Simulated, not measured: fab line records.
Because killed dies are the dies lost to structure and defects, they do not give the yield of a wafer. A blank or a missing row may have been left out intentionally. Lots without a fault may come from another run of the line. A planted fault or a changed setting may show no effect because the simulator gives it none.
Code-filled problem report in 8D (eight disciplines) form :: flow n5Finfet :: the parts of the form that need people (team, actions taken, sign-off) are left out

## 1. THE PROBLEM
rawDefectCount at N5_BEOL_M5_INSPECT_58 reads a mean of 1075 on 9 wafers of 3 lots; wafers without a fault read 67 with a standard deviation of 21. Relative to the usual mean, that is a shift of +48 standard deviations.
The step: inspects for defects (darkfield).
Earliest sighting: wafer L956.3 on defectInspect-02 at day 10 01:10. At this step, 30 wafers from 11 lots have a number in the record. Rule for "out" (also "out of limits"): further than 4 standard deviations from the usual mean. The other wafers with a number count as sound.

## 2. WHAT IT IS, AND WHAT IT ISN'T
question: which readings at this step
is: rawDefectCount
is not: -

question: which lots
is: L956, L957, L960
is not: L955, L963, L969, L970, L971, L972, L973, L974

question: which wafers of those lots
is: all that have a number
is not: -

question: read on which gauges
is: defectInspect-01, defectInspect-02
is not: -

question: when
is: from day 10 01:10
is not: up to then (3 sound wafers); but 18 sound wafers of L963, L969, L970, L971, L972, L973, L974 came after

## 3. WHAT RULES OUT EACH SUSPECT
Counting: a tool at any process step up to the reading remains a suspect when it ran all the lots that are out and ran no sound lot after the first of those.
- the gauge at N5_BEOL_M5_INSPECT_58 is ruled out. 2 gauges (defectInspect-01, defectInspect-02) read the wafers that are out.
- cmp-01 at N5_BEOL_M5_CMP_52 (polishes, stops on SiCOH lowk, t overpolish 6.9 s, target thk 62 nm): ruled out as a lasting fault. The sound lots L969, L973, L972, L974 went through it after L956, its earliest lot that is out (day 10 00:35).
- cvdCo-01 at N5_BEOL_M5_CO_CAP_78 (material Co, precursor CCTBA/H2, target thk 2 nm, time 102.1 s): ruled out as a lasting fault. The sound lots L973, L974 went through it after L956, its earliest lot that is out (day 10 00:57).
Left after counting: nothing in the record.

## 4. THE CAUSE (what the simulator had put in)
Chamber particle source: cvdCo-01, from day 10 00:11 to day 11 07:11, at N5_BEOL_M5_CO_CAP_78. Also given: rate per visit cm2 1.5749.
The count ruled it out by mistake, since the rule takes a fault to strike every lot its tool runs from the start of the fault on, and this one did not do so.

## 5. THE CHAIN OF EFFECTS, in route order
Each row: a reading where the mean over the struck wafers with a number is more than 3 standard deviations away from the usual. Only readings for which the record gives a usual standard deviation are gone through. hours: the time from each lot's start at the first step in this table that gives one to its start at this step, as a median over the lots. sigmas: the change in usual standard deviations.
hours: 0
step: N5_BEOL_M5_INSPECT_58
reading: rawDefectCount
usual: 67
on struck wafers: 1075
change: +1008
sigmas: +48

hours: 2
step: N5_BEOL_M6_INSPECT_13
reading: rawDefectCount
usual: 390
on struck wafers: 1440
change: +1050
sigmas: +12

hours: 100
step: N5_PASSIVATION_PROBE_49
reading: defectLimitedYield
usual: 91.0 %
on struck wafers: 83.7
change: -7.3
sigmas: -4.6

hours: 100
step: N5_PASSIVATION_PROBE_49
reading: killed_at_M4_up
usual: 14
on struck wafers: 115
change: +101
sigmas: +19

hours: 100
step: N5_PASSIVATION_PROBE_49
reading: killedDies
usual: 106
on struck wafers: 193
change: +87
sigmas: +4.6

hours: 100
step: N5_PASSIVATION_PROBE_49
reading: killedOnRim
usual: 14
on struck wafers: 26
change: +12
sigmas: +3.1

hours: 100
step: N5_PASSIVATION_PROBE_49
reading: sort_bin_5_function
usual: 5.3 %
on struck wafers: 9.9
change: +4.6
sigmas: +4.6

hours: 100
step: N5_PASSIVATION_PROBE_49
reading: sortNPass
usual: 1073
on struck wafers: 987
change: -86
sigmas: -4.5

hours: 100
step: N5_PASSIVATION_PROBE_49
reading: sortYieldPct
usual: 91.0 %
on struck wafers: 83.7
change: -7.3
sigmas: -4.6
Its process steps:
- N5_PASSIVATION_PROBE_49

## 6. HOW IT WOULD HAVE BEEN CAUGHT EARLIER
In this record the first reading out of limits at a measuring or inspecting step was taken at day 10 01:10, 1 hour after the fault began at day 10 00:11.
An alarm limit of 4 standard deviations would not have fired on the tool readings at N5_BEOL_M5_CO_CAP_78 for which the record gives a usual standard deviation, since none of them was out on any struck wafer.
